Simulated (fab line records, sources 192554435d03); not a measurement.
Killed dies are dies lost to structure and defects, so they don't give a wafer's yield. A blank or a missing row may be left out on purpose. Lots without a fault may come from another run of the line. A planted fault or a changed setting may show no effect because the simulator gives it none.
fab line records | flow n5_finfet | part 2 of 3: steps 4 to 4 of 6
record lots=16 wafers=48 last_day=18
route steps=1938 shown BEOL_M15@1818 MIM_TOP_ETCH@1852 MIM_BOT_LITHO@1863
lots that met no fault: from a run of the same line without faults
start_h: hours from the record's first day to the start of the lot's first wafer shown | wait_h: hours since the lot's step before | " the same as in the row above | L1.1+2: a row that stands for several wafers | - no value, or no start given | * or withheld: withheld | < > ~ a bound
route shown NAME@n: a module of which the file shows steps, and the number in the route of the first | usual: mean/standard deviation of fault-free wafers | same: alike in all rows | chamber/n: place in a boat | sites: the reading at each site | _std_site: their standard deviation | _edge_site: outer sites' mean less inner sites' | radius_mm: how far each site lies from the wafer's centre | mask NAME#n: copy n | behind: the tool/chamber that last shaped the wafer | hold: why the lot was held/for how many hours/how that ended | device: the transistor (n, p or np) that didn't switch | end of line: the same wafers' tests at the end of the route | a step without rows: its recipe alone | killed: dies lost to structure and defects at the first sort, not the wafer's yield | map: a wafer's dies, x killed, . not, _ none there
set.NAME: the setting as run; set.NAME@STEP: as run at that earlier step | model.NAME: the simulator's own value behind a step, which no gauge read
steps of the route over a sample of lots; a table a step, a row a wafer
services: from which hour (start_h, from the record's first day; less than 0 if before it) a tool's chamber was out of use, for how many hours, and why
## steps
# step N5_BEOL_M15_RC_MEAS_101
# usual etest_temp_c=25.00/0.1 COMB_M10=1.5e-11/3.1e-12 COMB_M11=1.52e-11/3e-12 COMB_M12=7e-12/1.4e-12 COMB_M13=5.3e-12/8.9e-13 COMB_M14=4.2e-12/7.4e-13 COMB_M15=3.1e-12/6.4e-13 COMB_M5=3.8e-11/7e-12 COMB_M5_max_site=5.4e-11/1.2e-11 COMB_M6=2.6e-11/5.6e-12 COMB_M7=2.7e-11/5.1e-12 COMB_M8=2.7e-11/5.8e-12 COMB_M9=1.43e-11/2.8e-12 SERP_M10=3.10/0.073 SERP_M11=3.08/0.075 SERP_M11_max_site=3.17/0.077 SERP_M12=0.638/0.014 SERP_M13=0.308/0.0047 SERP_M14=0.162/0.0031 SERP_M14_max_site=0.164/0.0031 SERP_M5=38.7/1.4 SERP_M6=14.1/0.49 SERP_M7=13.8/0.47 SERP_M8=14.0/0.54 SERP_M8_max_site=14.6/0.58 SERP_M9=3.05/0.084 SERP_M9_max_site=3.14/0.085
# columns lot.wafer tool chamber start_h wait_h etest_temp_c COMB_M10[S/m] COMB_M11[S/m] COMB_M12[S/m] COMB_M13[S/m] COMB_M14[S/m] COMB_M15[S/m] COMB_M5[S/m] COMB_M5_max_site[S/m] COMB_M6[S/m] COMB_M7[S/m] COMB_M8[S/m] COMB_M9[S/m] SERP_M10[ohm/um] SERP_M11[ohm/um] SERP_M11_max_site[ohm/um] SERP_M12[ohm/um] SERP_M13[ohm/um] SERP_M14[ohm/um] SERP_M14_max_site[ohm/um] SERP_M5[ohm/um] SERP_M6[ohm/um] SERP_M7[ohm/um] SERP_M8[ohm/um] SERP_M8_max_site[ohm/um] SERP_M9[ohm/um] SERP_M9_max_site[ohm/um]
L074.1 prober-01 0 266.97 0.0 25.10 1.4e-11 1.41e-11 7.5e-12 5.6e-12 4.2e-12 3.4e-12 4.9e-11 7e-11 2.8e-11 1.7e-11 3.6e-11 1.15e-11 3.14 3.12 3.22 0.649 0.303 0.166 0.169 39.7 13.6 14.6 13.6 14.1 3.08 3.21
L074.4 " 0 " " 25.13 1.5e-11 1.06e-11 4.2e-12 4.8e-12 4.6e-12 4.7e-12 4.4e-11 6.2e-11 3.7e-11 2.2e-11 2.5e-11 1.23e-11 3.11 3.04 3.28 0.631 0.308 0.164 0.165 38.2 14.5 14.1 14.1 14.9 3.05 3.16
L074.5 " 0 " " 25.07 1.1e-11 1.31e-11 6.8e-12 5.6e-12 5.9e-12 3.4e-12 3.7e-11 5.6e-11 2.9e-11 2e-11 3.3e-11 1.26e-11 3.15 3.06 3.11 0.648 0.306 0.165 0.168 40.0 13.8 14.7 14.0 14.4 3.10 3.16
L077.2 prober-02 0 285.45 0.2 24.97 1.7e-11 1.66e-11 7.8e-12 6.8e-12 3.9e-12 2e-12 3.9e-11 4.8e-11 2.4e-11 3.4e-11 2.3e-11 1.63e-11 3.01 3.00 3.07 0.624 0.301 0.163 0.166 38.6 14.1 13.4 13.8 14.8 3.06 3.10
L077.5 " 0 " " 24.92 1.3e-11 1.51e-11 6.1e-12 6.4e-12 3.1e-12 2.3e-12 3e-11 4.3e-11 1.5e-11 2.9e-11 2.4e-11 1.54e-11 3.01 3.00 3.10 0.646 0.303 0.167 0.169 36.1 14.2 13.9 13.9 14.7 2.99 3.17
L077.6 " 0 " " 24.98 1.3e-11 1.36e-11 7.2e-12 4.7e-12 3.4e-12 2.8e-12 3.9e-11 5e-11 2.4e-11 2.6e-11 1.9e-11 1.87e-11 3.15 3.07 3.12 0.645 0.304 0.158 0.161 38.2 14.3 14.0 14.0 14.2 3.10 3.20
L076.1 prober-01 0 285.83 0.2 25.14 1.5e-11 1.24e-11 6e-12 3.6e-12 4.1e-12 3.1e-12 4.7e-11 6.4e-11 2.7e-11 2.3e-11 3.5e-11 9.7e-12 3.05 2.97 3.07 0.656 0.301 0.156 0.158 37.9 14.7 14.1 14.6 15.1 3.07 3.18
L076.4 " 0 " " 25.07 1.1e-11 1.41e-11 8.9e-12 4.8e-12 4.7e-12 2.6e-12 3.3e-11 4.2e-11 2.9e-11 4.1e-11 3.8e-11 9.2e-12 3.12 3.03 3.09 0.652 0.309 0.160 0.162 41.0 14.1 13.8 14.1 15.2 3.17 3.35
L076.5 " 0 " " 25.22 1.3e-11 1.06e-11 7.7e-12 5.2e-12 4.6e-12 2.8e-12 4.2e-11 5.7e-11 2.1e-11 2.6e-11 2.6e-11 9e-12 3.14 2.99 3.17 0.650 0.303 0.159 0.160 36.3 14.7 13.9 14.7 15.1 3.05 3.16
L080.2 prober-01 0 302.00 0.2 24.91 1.5e-11 1.31e-11 6.3e-12 4.8e-12 5.2e-12 2.5e-12 5e-11 6.2e-11 2.7e-11 2.7e-11 2.9e-11 1.59e-11 3.17 3.07 3.12 0.643 0.297 0.163 0.164 38.3 14.0 13.6 15.2 15.7 2.95 3.09
L080.3 " 0 " " 24.85 1.1e-11 1.3e-11 7.6e-12 4.8e-12 5.8e-12 2.4e-12 3.7e-11 7e-11 2.2e-11 2.5e-11 3.1e-11 1.31e-11 3.04 2.96 3.13 0.650 0.316 0.163 0.163 37.2 14.2 14.7 14.2 15.5 2.94 3.12
L080.4 " 0 " " 25.01 1.2e-11 1.52e-11 5.6e-12 6.6e-12 6.2e-12 3e-12 4.1e-11 6e-11 3.1e-11 2.2e-11 3e-11 1.44e-11 3.10 3.10 3.17 0.631 0.312 0.163 0.165 38.4 13.5 14.3 15.2 15.6 2.99 3.18
L081.4 prober-01 0 314.49 0.5 24.96 1.4e-11 1.6e-11 6.6e-12 5.7e-12 4.7e-12 4.1e-12 3.3e-11 4.5e-11 2.1e-11 1.8e-11 3.1e-11 1.26e-11 3.06 3.02 3.12 0.635 0.305 0.163 0.167 37.1 14.6 14.4 14.7 15.2 3.12 3.22
L081.5 " 0 " " 25.05 2e-11 1.36e-11 4.9e-12 5.8e-12 4.8e-12 4.5e-12 5e-11 7.7e-11 2.2e-11 2.4e-11 2.4e-11 1.88e-11 3.34 3.02 3.08 0.636 0.310 0.160 0.162 37.7 14.0 14.4 14.1 14.3 3.08 3.11
L081.6 " 0 " " 24.99 1.5e-11 1.62e-11 6.3e-12 5.7e-12 3.6e-12 3.3e-12 2.9e-11 4.7e-11 3.3e-11 2.2e-11 2.8e-11 1.35e-11 3.08 3.06 3.10 0.633 0.302 0.163 0.164 37.8 13.9 14.0 13.9 14.8 3.11 3.18
L082.2 prober-01 0 323.22 0.2 24.98 1.2e-11 1.34e-11 6.8e-12 5.1e-12 5.3e-12 3.5e-12 3.2e-11 4.6e-11 2.8e-11 2.5e-11 2.6e-11 1.13e-11 3.12 3.04 3.12 0.620 0.305 0.163 0.165 36.8 14.7 13.5 13.2 13.7 3.12 3.21
L082.4 " 0 " " 24.98 1.2e-11 1.24e-11 6.2e-12 4.6e-12 5e-12 3.3e-12 4e-11 5.9e-11 2.7e-11 2e-11 2.6e-11 1.03e-11 3.12 2.95 3.01 0.619 0.305 0.160 0.163 35.7 14.1 13.8 13.3 14.0 3.18 3.20
L082.5 " 0 " " 24.94 1.4e-11 1.81e-11 6.1e-12 3.5e-12 4.4e-12 3e-12 3.3e-11 4.6e-11 2.3e-11 2.2e-11 2.2e-11 1.56e-11 3.17 3.14 3.22 0.625 0.303 0.165 0.168 38.2 14.3 13.3 13.2 13.5 3.18 3.22
L083.1 prober-01 0 343.59 0.0 24.86 1.5e-11 2.11e-11 7.4e-12 5.4e-12 4.7e-12 2.3e-12 4.7e-11 5.9e-11 2.1e-11 3e-11 3.8e-11 1.37e-11 3.15 3.26 3.32 0.622 0.304 0.159 0.160 37.8 14.2 14.5 12.4 13.0 3.14 3.21
L083.2 " 0 " " 25.04 2e-11 1.36e-11 8.2e-12 7.3e-12 4.8e-12 3.3e-12 3.8e-11 4.8e-11 2.3e-11 2.2e-11 2e-11 1.42e-11 3.11 3.06 3.10 0.603 0.306 0.164 0.165 37.4 13.3 14.8 13.0 13.5 3.08 3.10
L083.3 " 0 " " 24.85 1.7e-11 1.27e-11 7.3e-12 5.7e-12 4.7e-12 3e-12 3.4e-11 4.6e-11 3e-11 2.3e-11 3.1e-11 1.4e-11 3.06 3.02 3.12 0.620 0.306 0.164 0.166 40.4 14.2 14.0 13.0 13.3 3.10 3.15
L085.1 prober-01 0 370.19 0.0 24.87 1.9e-11 1.68e-11 9e-12 5.5e-12 4.2e-12 4.2e-12 2.6e-11 4.3e-11 2.1e-11 2.7e-11 2e-11 1.59e-11 3.19 3.00 3.07 0.650 0.307 0.163 0.165 38.1 14.2 12.8 13.4 14.0 3.05 3.08
L085.5 " 0 " " 24.78 2.6e-11 1.39e-11 8e-12 5.6e-12 4.7e-12 3e-12 4.7e-11 8.6e-11 2.9e-11 3e-11 2.1e-11 1.82e-11 3.22 3.14 3.19 0.634 0.307 0.163 0.164 37.1 14.1 13.3 14.0 14.6 3.09 3.20
L085.6 " 0 " " 24.97 2.2e-11 1.71e-11 5.5e-12 4.5e-12 3.6e-12 3.3e-12 5.9e-11 7.6e-11 2.5e-11 3e-11 2.5e-11 1.62e-11 3.12 3.08 3.18 0.632 0.309 0.164 0.166 40.1 14.5 13.1 13.4 13.9 3.09 3.19
L089.1 prober-02 0 373.31 0.0 25.09 1.6e-11 1.11e-11 7.2e-12 7.1e-12 3.7e-12 2.7e-12 3.9e-11 5.8e-11 2.5e-11 2.6e-11 3.8e-11 1.59e-11 3.09 2.97 3.11 0.643 0.300 0.158 0.160 39.5 13.9 13.5 15.1 15.8 2.86 2.94
L089.5 " 0 " " 25.27 1.5e-11 1.27e-11 6.7e-12 6.2e-12 3e-12 3.3e-12 4.9e-11 9e-11 2.3e-11 3.4e-11 2.8e-11 1.34e-11 3.14 2.98 3.06 0.621 0.301 0.163 0.165 38.4 14.6 13.7 14.3 14.9 3.02 3.15
L089.6 " 0 " " 25.07 2.2e-11 1.25e-11 9.7e-12 5.5e-12 4.1e-12 2.8e-12 4.3e-11 6.4e-11 2.1e-11 2.1e-11 3e-11 1.38e-11 3.17 2.97 3.15 0.643 0.304 0.159 0.160 39.0 13.5 13.6 14.6 15.1 2.88 2.91
L093.1 prober-02 0 386.74 0.0 24.81 1.5e-11 1.75e-11 7.3e-12 5.8e-12 3.9e-12 2.5e-12 5.1e-11 5.9e-11 2.3e-11 2.5e-11 2.5e-11 1.55e-11 3.21 3.10 3.16 0.618 0.306 0.162 0.164 38.5 13.9 14.4 14.0 14.6 2.90 2.98
L093.3 " 0 " " 24.79 1.1e-11 1.24e-11 9.8e-12 5.4e-12 2.9e-12 2.4e-12 3.7e-11 6.3e-11 2.2e-11 3.2e-11 3.2e-11 1.78e-11 3.25 3.14 3.23 0.626 0.312 0.158 0.160 37.6 13.9 14.2 13.9 14.9 3.05 3.11
L093.6 " 0 " " 24.95 1.5e-11 1.7e-11 8.3e-12 4.5e-12 3.2e-12 2.9e-12 4.7e-11 7.8e-11 1.9e-11 2.4e-11 2.2e-11 1.61e-11 3.18 3.14 3.25 0.640 0.314 0.167 0.170 38.5 14.2 14.8 14.3 14.7 2.94 3.08
L090.1 prober-02 0 391.40 0.0 25.09 2.1e-11 1.86e-11 4.7e-12 6.1e-12 3.9e-12 1.9e-12 3.8e-11 4.9e-11 2.2e-11 2.1e-11 3.2e-11 2.23e-11 3.12 2.99 3.16 0.644 0.312 0.167 0.168 40.9 15.4 14.3 13.4 13.6 3.04 3.27
L090.4 " 0 " " 25.13 1.6e-11 1.6e-11 7.1e-12 4.9e-12 3.7e-12 2.6e-12 3.6e-11 5.7e-11 3.3e-11 2.5e-11 3.2e-11 1.81e-11 3.08 3.02 3.14 0.632 0.301 0.162 0.164 40.1 14.5 13.6 14.1 14.7 3.02 3.20
L090.6 " 0 " " 25.15 1.5e-11 1.09e-11 5.8e-12 6.4e-12 5.2e-12 2.4e-12 3.1e-11 6e-11 1.9e-11 2.1e-11 2e-11 1.67e-11 3.05 3.03 3.16 0.622 0.310 0.160 0.161 39.9 14.5 14.0 13.6 14.3 3.00 3.17
L091.2 prober-02 0 401.46 0.2 25.08 1.7e-11 1.8e-11 8.2e-12 4.5e-12 3.8e-12 2e-12 4.3e-11 6.8e-11 5e-11 2.6e-11 2.5e-11 1.92e-11 3.08 3.11 3.14 0.656 0.307 0.164 0.165 38.8 14.4 13.4 14.3 14.9 3.14 3.20
L091.3 " 0 " " 25.07 1e-11 1.78e-11 9.3e-12 6.4e-12 3.8e-12 1.9e-12 3.5e-11 7.1e-11 2.2e-11 2.4e-11 2.6e-11 1.37e-11 3.10 3.12 3.27 0.642 0.297 0.159 0.162 39.2 13.5 14.0 14.1 14.7 3.03 3.08
L091.6 " 0 " " 25.11 1.5e-11 1.44e-11 1.03e-11 4.6e-12 3.9e-12 2e-12 3.3e-11 4.8e-11 3.9e-11 2.3e-11 2.7e-11 1.85e-11 3.05 3.05 3.18 0.645 0.311 0.159 0.161 38.2 14.5 13.5 14.1 15.0 3.12 3.18
L094.1 prober-02 0 405.89 0.0 24.95 1.3e-11 1.86e-11 5.6e-12 6.9e-12 3.1e-12 2.1e-12 3.9e-11 4.8e-11 2.4e-11 2.4e-11 2.5e-11 1.43e-11 3.11 3.13 3.24 0.649 0.309 0.157 0.159 38.8 12.7 14.1 13.8 14.3 2.99 3.06
L094.2 " 0 " " 25.15 1.5e-11 1.55e-11 6.4e-12 5.8e-12 4.3e-12 2.6e-12 3.8e-11 4.5e-11 2.7e-11 2.9e-11 2.6e-11 1.17e-11 3.11 3.00 3.08 0.659 0.311 0.164 0.166 39.2 13.5 13.6 13.5 13.9 2.93 3.09
L094.5 " 0 " " 24.97 1.5e-11 1.57e-11 8.5e-12 5.5e-12 4.2e-12 3.4e-12 3.1e-11 5.7e-11 2.6e-11 3.8e-11 3.2e-11 1.56e-11 3.06 2.92 2.96 0.659 0.315 0.162 0.165 38.0 13.8 13.7 14.3 14.7 3.00 3.06
L095.2 prober-01 0 406.10 0.2 24.83 1.1e-11 1.57e-11 7.9e-12 4e-12 4.2e-12 3.1e-12 2.6e-11 4.4e-11 2.4e-11 2.8e-11 3.4e-11 1.1e-11 3.08 3.11 3.18 0.615 0.314 0.166 0.169 36.9 14.4 13.4 13.5 14.0 3.15 3.24
L095.3 " 0 " " 24.93 1.4e-11 1.41e-11 5.9e-12 5.6e-12 5.3e-12 3.4e-12 3.9e-11 4.8e-11 2.6e-11 2.4e-11 4.2e-11 1.16e-11 3.14 3.06 3.15 0.638 0.303 0.164 0.164 39.4 14.2 13.9 14.4 14.7 3.17 3.21
L095.6 " 0 " " 25.02 1.3e-11 1.71e-11 7.4e-12 4.9e-12 4.5e-12 3.8e-12 2.4e-11 4.4e-11 2.4e-11 2.4e-11 2.1e-11 1.27e-11 2.97 3.18 3.25 0.609 0.310 0.162 0.163 36.6 14.0 13.2 13.8 14.3 3.08 3.18
L092.3 prober-02 0 407.13 0.4 24.97 1.9e-11 1.75e-11 8.2e-12 4.3e-12 3.4e-12 2.4e-12 3.4e-11 6.5e-11 3.7e-11 2.4e-11 2.5e-11 1.37e-11 3.24 3.09 3.21 0.635 0.307 0.156 0.159 39.1 14.0 13.7 13.7 14.1 3.01 3.10
L092.4 " 0 " " 24.86 1.5e-11 1.46e-11 7.6e-12 4.5e-12 3e-12 3.3e-12 3.4e-11 5.7e-11 2.5e-11 2.1e-11 2.9e-11 1.31e-11 3.17 3.16 3.26 0.635 0.310 0.166 0.167 39.1 14.3 13.5 14.0 14.5 2.94 3.00
L092.5 " 0 " " 25.10 1.4e-11 1.54e-11 6.9e-12 3.4e-12 2.8e-12 3.1e-12 3e-11 4.4e-11 2.2e-11 2.7e-11 3.4e-11 1.39e-11 3.08 3.07 3.12 0.633 0.305 0.160 0.162 38.0 13.2 14.3 14.0 14.4 2.98 3.02
L097.1 prober-02 0 414.79 0.0 24.94 1.5e-11 1.27e-11 7.5e-12 4.1e-12 4.6e-12 2.6e-12 4.2e-11 5.6e-11 2.4e-11 3.5e-11 2.2e-11 1.25e-11 3.17 3.18 3.30 0.628 0.314 0.162 0.164 37.8 14.0 13.9 14.2 14.5 3.01 3.06
L097.3 " 0 " " 24.98 1.3e-11 1.5e-11 5.5e-12 4.7e-12 3.7e-12 3e-12 4e-11 5.7e-11 2.3e-11 3.4e-11 2.5e-11 8.1e-12 2.97 3.10 3.23 0.630 0.309 0.163 0.163 38.0 13.3 13.6 13.7 14.2 3.03 3.17
L097.4 " 0 " " 24.74 1.8e-11 1.44e-11 5e-12 3.7e-12 3.4e-12 2e-12 3e-11 3.8e-11 2.6e-11 2.9e-11 1.9e-11 1.48e-11 3.11 3.04 3.15 0.645 0.310 0.165 0.166 37.9 14.0 13.7 14.1 14.5 2.99 3.06
